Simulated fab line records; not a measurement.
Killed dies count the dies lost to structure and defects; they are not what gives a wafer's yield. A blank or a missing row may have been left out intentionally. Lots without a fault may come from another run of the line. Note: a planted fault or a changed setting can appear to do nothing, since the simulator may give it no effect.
Which tool did it? ; flow n5_finfet ; 10 lots with 28 wafers sampled at 6 steps, on a route of 1938 steps

== WHAT EACH GAUGE READ, for each wafer ==
N5_STI_FIN_REVEAL_INSPECT_13: inspects for defects (darkfield). Usual: raw_defect_count reads 11 (standard deviation 4.8).
lot;measured;on;raw_defect_count;flag
L738;day 3 06:04;defect_inspect-01;10 16;
L739;day 3 12:53;defect_inspect-02;8 27 6;
L745;day 5 07:10;defect_inspect-02;468 477 494;OFF
L746;day 5 14:01;defect_inspect-02;468 477 462;OFF
L747;day 5 19:05;defect_inspect-01;16 11 13;
L750;day 6 08:08;defect_inspect-01;5 7 9;
L752;day 6 18:31;defect_inspect-01;6 10;
L753;day 7 00:28;defect_inspect-02;10 11 17;
L757;day 8 01:32;defect_inspect-02;4 12 10;
L758;day 8 07:36;defect_inspect-02;7 11 5;

N5_DUMMY_GATE_THK_MEAS_05. Usual: thk_nm reads 71.2 nm (standard deviation 1.2).
lot;measured;on;thk_nm (nm);flag
L738;day 3 10:41;film_metro-01;69.2 69.5;
L739;day 3 17:20;film_metro-02;71.9 73.7 72.2;
L745;day 5 11:20;film_metro-01;72.4 70.3 71.1;
L746;day 5 18:12;film_metro-01;70.5 72.2 71.6;
L747;day 5 23:17;film_metro-01;71.6 73.1 69.7;
L750;day 6 12:19;film_metro-02;72.5 69.6 69.5;
L752;day 6 22:42;film_metro-01;72.8 69.5;
L753;day 7 05:03;film_metro-01;70.9 70.1 72.9;
L757;day 8 05:43;film_metro-02;68.3 71.0 69.9;
L758;day 8 13:51;film_metro-01;70.2 71.9 71.6;

N5_BEOL_M4_RC_MEAS_101. Usual: DIBL_N 37.7 mV/V, standard deviation 2; DIBL_P 37.7 mV/V, standard deviation 2.3; IOFF_N 0.18 nA/um, standard deviation 0.039; IOFF_P 0.23 nA/um, standard deviation 0.042; ION_N 681 uA/um, standard deviation 12; ION_P 463 uA/um, standard deviation 8; SS_N 71.9 mV/dec, standard deviation 0.68; SS_P 73.6 mV/dec, standard deviation 0.71; VT_N 248 mV, standard deviation 3.2; VT_P -249 mV, standard deviation 3.1.
lot;measured;on;DIBL_N (mV/V);DIBL_P (mV/V);IOFF_N (nA/um);IOFF_P (nA/um);ION_N (uA/um);ION_P (uA/um);SS_N (mV/dec);SS_P (mV/dec);VT_N (mV);VT_P (mV);flag
L738;day 12 12:42;prober-02;38.0 37.4;37.0 37.3;0.19 0.16;0.20 0.21;692 681;462 459;71.4 71.2;73.3 73.3;247 249;-252 -252;
L739;day 12 14:16;prober-01;36.2 37.5 41.2;35.5 38.0 40.8;0.13 0.16 0.24;0.16 0.20 0.24;658 679 677;441 457 452;72.6 72.2 72.4;73.6 72.6 74.0;254 251 245;-256 -254 -250;
L745;day 14 11:06;prober-02;34.1 36.3 34.2;34.6 37.9 35.2;0.14 0.19 0.16;0.18 0.24 0.19;668 697 689;453 472 470;70.5 72.3 71.6;72.2 73.2 73.5;250 247 247;-252 -248 -249;
L746;day 14 05:20;prober-01;39.3 39.9 41.5;39.7 40.9 41.8;0.19 0.22 0.27;0.27 0.27 0.30;701 709 715;477 470 484;71.6 72.0 72.1;73.5 74.2 74.2;246 244 242;-249 -249 -245;
L747;day 14 15:04;prober-02;40.5 34.8 39.7;39.8 32.8 38.2;0.25 0.13 0.21;0.26 0.16 0.23;689 669 681;464 452 462;72.8 70.7 72.7;74.4 72.4 73.4;242 250 246;-247 -253 -252;
L750;day 15 08:53;prober-01;40.9 37.4 37.9;40.7 36.3 36.6;0.22 0.16 0.16;0.30 0.22 0.22;692 676 679;477 468 471;72.4 71.1 71.7;74.6 73.8 73.2;244 248 250;-242 -250 -249;
L752;day 15 12:55;prober-02;37.3 38.1;36.6 37.9;0.16 0.19;0.23 0.25;680 676;463 459;72.0 72.4;74.3 73.7;252 249;-250 -246;
L753;day 16 00:22;prober-01;38.0 37.0 39.6;36.7 35.4 38.5;0.18 0.16 0.20;0.22 0.20 0.24;665 677 681;457 462 463;71.2 71.2 72.0;73.7 73.1 74.4;248 248 246;-250 -249 -251;
L757;day 17 05:06;prober-02;39.4 36.0 38.5;38.3 34.0 39.8;0.22 0.17 0.22;0.26 0.19 0.30;685 680 688;469 459 471;73.2 71.6 71.4;73.9 72.8 73.6;245 249 244;-247 -251 -246;
L758;day 17 18:26;prober-02;36.5 33.3 36.9;36.5 31.9 37.3;0.16 0.12 0.19;0.26 0.17 0.26;662 680 686;460 463 475;71.5 70.8 72.2;73.6 73.0 74.0;250 248 248;-245 -251 -246;

== WHICH TOOL RAN EACH LOT (tool, then ch and the chambers of the sampled wafers, then the start) ==
lot;N5_FIN_CUT_CUT_ETCH_15;N5_STI_FIN_REVEAL_ALD_14;N5_STI_FIN_REVEAL_ETCH_34
L738;rie_si-04 ch 0,3, day 2 20:51;ald_sin-01 ch 1, day 2 21:13;rie_si-03 ch 1,2, day 3 05:20
L739;rie_si-04 ch 1,3, day 3 03:11;ald_sin-02 ch 0,2,3, day 3 03:34;rie_si-02 ch 0,2,3, day 3 12:05
L745;rie_si-05 ch 0,2,3, day 4 18:56;ald_sin-01 ch 0,1, day 4 22:13;rie_si-03 ch 1,2, day 5 06:28
L746;rie_si-05 ch 0,2,3, day 5 03:47;ald_sin-02 ch 0,2,3, day 5 04:49;rie_si-03 ch 0,2,3, day 5 13:19
L747;rie_si-04 ch 1,3, day 5 09:22;ald_sin-03 ch 0,1,2, day 5 09:44;rie_si-01 ch 2,3, day 5 18:23
L750;rie_si-04 ch 0,1,2, day 5 22:56;ald_sin-03 ch 0,1,3, day 5 23:17;rie_si-01 ch 0,2, day 6 07:18
L752;rie_si-06 ch 1,2, day 6 09:23;ald_sin-03 ch 0,1, day 6 09:45;rie_si-01 ch 1, day 6 17:47
L753;rie_si-04 ch 0,1,2, day 6 15:29;ald_sin-03 ch 2,3, day 6 15:52;rie_si-01 ch 1,2,3, day 6 23:47
L757;rie_si-04 ch 0,1, day 7 16:11;ald_sin-02 ch 0,1,2, day 7 16:44;rie_si-01 ch 0,1,2, day 8 00:50
L758;rie_si-04 ch 0,1,3, day 7 22:06;ald_sin-03 ch 0,1, day 7 22:53;rie_si-02 ch 0,1,2, day 8 06:54
- N5_FIN_CUT_CUT_ETCH_15: etches Si in HBr/Cl2/O2, target depth 100 nm, bt time 10 s, time 42.4 s.
- N5_STI_FIN_REVEAL_ALD_14: deposits Si3N4, target thk 3 nm.
- N5_STI_FIN_REVEAL_ETCH_34: etches Si in H2, material Si, target depth 0.97 nm.

== WHAT THE TOOLS THEMSELVES READ (means of the sampled wafers that have a number; where no wafer has one, the mark that the record gives instead) ==
N5_FIN_CUT_CUT_ETCH_15. Usual: drypump_motor_current_A 5.8 A, standard deviation 0.47; he_backside_leak_sccm 2.7 sccm, standard deviation 0.34; oes_product_au 1.004 a.u., standard deviation 0.013; throttle_valve_pct 36.8 %, standard deviation 0.53.
lot;tool;drypump_motor_current_A (A);he_backside_leak_sccm (sccm);oes_product_au (a.u.);throttle_valve_pct (%);flag
L738;rie_si-04;6.2;2.8;1.007;36.7;
L739;rie_si-04;5.8;2.8;1.004;36.3;
L745;rie_si-05;5.7;2.7;1.008;37.4;
L746;rie_si-05;5.7;3.4;1.009;37.3;
L747;rie_si-04;5.4;2.6;0.998;36.3;
L750;rie_si-04;5.7;2.5;1.006;37.0;
L752;rie_si-06;6.0;2.7;0.982;36.6;
L753;rie_si-04;5.7;2.5;1.007;37.0;
L757;rie_si-04;5.8;2.6;1.013;36.7;
L758;rie_si-04;5.8;2.8;1.002;36.5;

N5_STI_FIN_REVEAL_ALD_14. Usual: heater_power_w reads 854 W (standard deviation 85).
lot;tool;heater_power_w (W);flag
L738;ald_sin-01;728;
L739;ald_sin-02;809;
L745;ald_sin-01;791;
L746;ald_sin-02;819;
L747;ald_sin-03;830;
L750;ald_sin-03;825;
L752;ald_sin-03;795;
L753;ald_sin-03;881;
L757;ald_sin-02;868;
L758;ald_sin-03;799;

N5_STI_FIN_REVEAL_ETCH_34. Usual: drypump_motor_current_A 5.9 A, standard deviation 0.43; he_backside_leak_sccm 2.65 sccm, standard deviation 0.29; he_flow_sccm 142.5 sccm, standard deviation 0.4; oes_product_au 0.997 a.u., standard deviation 0.017; throttle_valve_pct 25.7 %, standard deviation 0.57.
lot;tool;drypump_motor_current_A (A);he_backside_leak_sccm (sccm);he_flow_sccm (sccm);oes_product_au (a.u.);throttle_valve_pct (%);flag
L738;rie_si-03;5.6;2.69;142.4;0.990;25.2;
L739;rie_si-02;5.8;2.70;142.5;1.014;25.7;
L745;rie_si-03;5.6;2.89;142.6;0.987;25.4;
L746;rie_si-03;6.0;2.57;142.7;0.992;25.4;
L747;rie_si-01;6.2;2.59;142.6;0.987;26.1;
L750;rie_si-01;5.9;2.87;142.5;0.984;25.3;
L752;rie_si-01;6.0;2.76;142.6;1.020;25.6;
L753;rie_si-01;6.1;2.76;142.6;1.001;26.1;
L757;rie_si-01;5.9;2.74;142.8;1.005;25.5;
L758;rie_si-02;6.0;2.57;142.1;0.996;25.7;

== THE ANSWER, worked out from the rows above alone ==
Rule: a lot counts as off when the mean over its wafers that have a number is more than 3 standard deviations away from the usual mean. Also off: a lot with no number at a reading for which 4 or more lots have one. Where the step has rows for the other lots, those lots are counted as sound. Order of review: gauges by route order, followed by the tools' own readings, for which a lot's mean as printed above is used. At the first step where some lot is off, the reading lying furthest off is the one used; lots without a number count as furthest.
Off: L745, L746, at N5_STI_FIN_REVEAL_INSPECT_13 (raw_defect_count).
A tool fits if, at a process step before that reading, it ran every lot that is off, and no sound lot after the first of them. The gauges at N5_STI_FIN_REVEAL_INSPECT_13 are tried like those tools. Can't be told from this: 2 tools fit, rie_si-05 at N5_FIN_CUT_CUT_ETCH_15, rie_si-03 at N5_STI_FIN_REVEAL_ETCH_34.

== WHAT WAS PUT IN BY THE SIMULATOR ==
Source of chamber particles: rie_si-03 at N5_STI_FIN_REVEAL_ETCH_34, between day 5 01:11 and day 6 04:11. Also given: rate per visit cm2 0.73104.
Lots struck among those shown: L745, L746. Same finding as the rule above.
